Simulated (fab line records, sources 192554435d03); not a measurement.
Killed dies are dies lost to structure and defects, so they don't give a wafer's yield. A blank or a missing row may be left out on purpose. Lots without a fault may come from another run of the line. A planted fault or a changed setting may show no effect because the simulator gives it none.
Chamber matching | flow n5_finfet | N5_BEOL_M11_CMP_52 on cmp-02: 4 sister chambers
The step polishes, stops on SiCOH lowk, t overpolish 7 s, target thk 140 nm. 7 wafers are shown with their chamber, then 7 later ones without.

WAFERS WITH THEIR CHAMBER
wafer  | chamber | motor_current_A (A) | time_to_endpoint_s (s)
L758.3 | 1       | 6.2                 | 66
L758.6 | 1       | 6.4                 | 69
L760.2 | 0       | 6.4                 | 67
L760.3 | 2       | 6.1                 | 72
L760.5 | 0       | 6.4                 | 63
L764.2 | 2       | 5.8                 | 73
L764.5 | 3       | 5.7                 | 69

WAFERS WITHOUT THEIR CHAMBER
wafer  | motor_current_A (A) | time_to_endpoint_s (s)
L764.6 | 6.3                 | 74
L766.1 | 6.1                 | 69
L766.3 | 5.4                 | 67
L766.4 | 6.1                 | 72
L771.1 | 5.3                 | 60
L771.3 | 6.2                 | 61
L771.5 | 6.6                 | 66

WHICH CHAMBER EACH WENT THROUGH
wafer  | from the rows above               | in truth
L764.6 | can't be placed: 2 or 1 or 0      | 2
L766.1 | can't be placed: 1 or 2 or 3 or 0 | 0
L766.3 | 3                                 | 3
L766.4 | can't be placed: 2 or 1           | 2
L771.1 | 3                                 | 3
L771.3 | can't be placed: 0 or 1           | 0
L771.5 | can't be placed: 0 or 1           | 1
Placed correctly: 2 of 7. Can't be placed from these rows: 5 (the true chamber is among the candidates in 5). Placed wrongly: 0.
How it was worked out, from the rows above alone: a wafer's distance from a chamber is the root of the sum, over the readings, of the square of ((its reading less the chamber's mean) divided by the reading's scatter). The wafer belongs to the nearest chamber; if the next one is less than 2 further off, it can't be placed. A chamber's mean is the mean of its shown wafers. The scatter: the root of (the sum of the squares of (reading less its chamber's mean) over the shown wafers, divided by (wafers less chambers)).
